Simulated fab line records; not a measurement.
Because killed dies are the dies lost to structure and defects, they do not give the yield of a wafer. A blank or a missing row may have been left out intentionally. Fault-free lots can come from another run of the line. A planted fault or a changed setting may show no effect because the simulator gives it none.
Split-lot trial	flow n5 finfet	7 lots, 21 wafers read, on a route of 1938 steps

## SPLIT DETAILS
At N5_BEOL_M13_SPUTTER_44 (material Ta, target thk 10 nm, time 16.13 s), the setting time s was moved away from the recipe's 16.13 s on 5 of the 21 wafers read, by -12.5% to +9.7%. The other wafers ran this setting at the recipe's value.

The reading is taken at the split's own step.

## THE READING
Ta_of_BEOL_M13_SPUTTER_44.thk nm (the simulator's own value, which no gauge read), in nm, at N5_BEOL_M13_SPUTTER_44 (material Ta, target thk 10 nm, time 16.13 s). There is no usual value for it anywhere in the file. The 16 wafers here that ran the recipe average 10.1 nm, standard deviation 0.1 nm.

wafer	tool, chamber at the split	time s as run, s	against the recipe	Ta_of_BEOL_M13_SPUTTER_44.thk nm, nm	against lot-mates on the recipe
L074.3	pvd sputter-02, -	17.23	+6.8%	10.8	+0.8
L074.5	pvd sputter-02, -	16.13	recipe	10	-
L074.6	pvd sputter-02, -	16.13	recipe	10	-
L076.2	pvd sputter-01, -	16.13	recipe	10.2	-
L076.4	pvd sputter-01, -	16.13	recipe	10.2	-
L076.5	pvd sputter-01, -	17.7	+9.7%	11	+0.8
L088.1	pvd sputter-03, -	16.13	recipe	10.2	-
L088.3	pvd sputter-03, -	16.13	recipe	10	-
L088.6	pvd sputter-03, -	16.13	recipe	10	-
L090.3	pvd sputter-01, -	16.13	recipe	10	-
L090.6	pvd sputter-01, -	16.13	recipe	10	-
L090.4	pvd sputter-01, -	16.13	recipe	10.2	-
L087.1	pvd sputter-02, -	16.13	recipe	10	-
L087.5	pvd sputter-02, -	16.13	recipe	10	-
L087.6	pvd sputter-02, -	16.13	recipe	10.2	-
L091.2	pvd sputter-01, -	14.11	-12.5%	9	-1.2
L091.3	pvd sputter-01, -	16.13	recipe	10.2	-
L091.5	pvd sputter-01, -	16.13	recipe	10.2	-
L092.3	pvd sputter-02, -	16.13	recipe	10.2	-
L092.5	pvd sputter-02, -	16.91	+4.8%	10.4	+0.2
L092.6	pvd sputter-02, -	16.91	+4.8%	10.4	+0.2

THE FIT
A straight line over all 21 wafers: Ta_of_BEOL_M13_SPUTTER_44.thk nm changes by +0.0878 nm for each +1% of time s; r = +0.96; the points scatter about the line by 0.1 nm.
The same after taking each lot's own level away (the mean of its wafers on the recipe; 21 wafers): +0.0884 nm for each +1%; r = +0.96; scatter 0.11 nm.
Per that fit: largest time s move, reading shift of 1.1 nm.
Across the lots, their own levels run from 10.00 to 10.20 nm, a range of 2.0 times the standard deviation given above.
The two slopes agree, so the slope changes little with the lot-to-lot level.
Check: -1.03 nm against its lot-mates is what the line predicts for one of the wafers moved furthest among these (-12.5%) when that wafer is left out of the fit. It came out at -1.2 nm against them.

## ADDITIONAL SPLITS CARRIED BY THESE WAFERS
Other splits were also applied to these wafers ahead of the reading. Each is held against what the fit with the lots' levels taken away leaves over:
other split on the same wafers	wafers away from the commonest value	r with Ta_of_BEOL_M13_SPUTTER_44.thk nm (lot level and that fit taken away)
N5_BEOL_M13_TRENCH_ETCH_34 time s	9	-0.16

## FILE'S OWN FIT
Ta_of_BEOL_M13_SPUTTER_44.thk nm changes by +0.091 nm for each +1% of time s, r = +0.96.
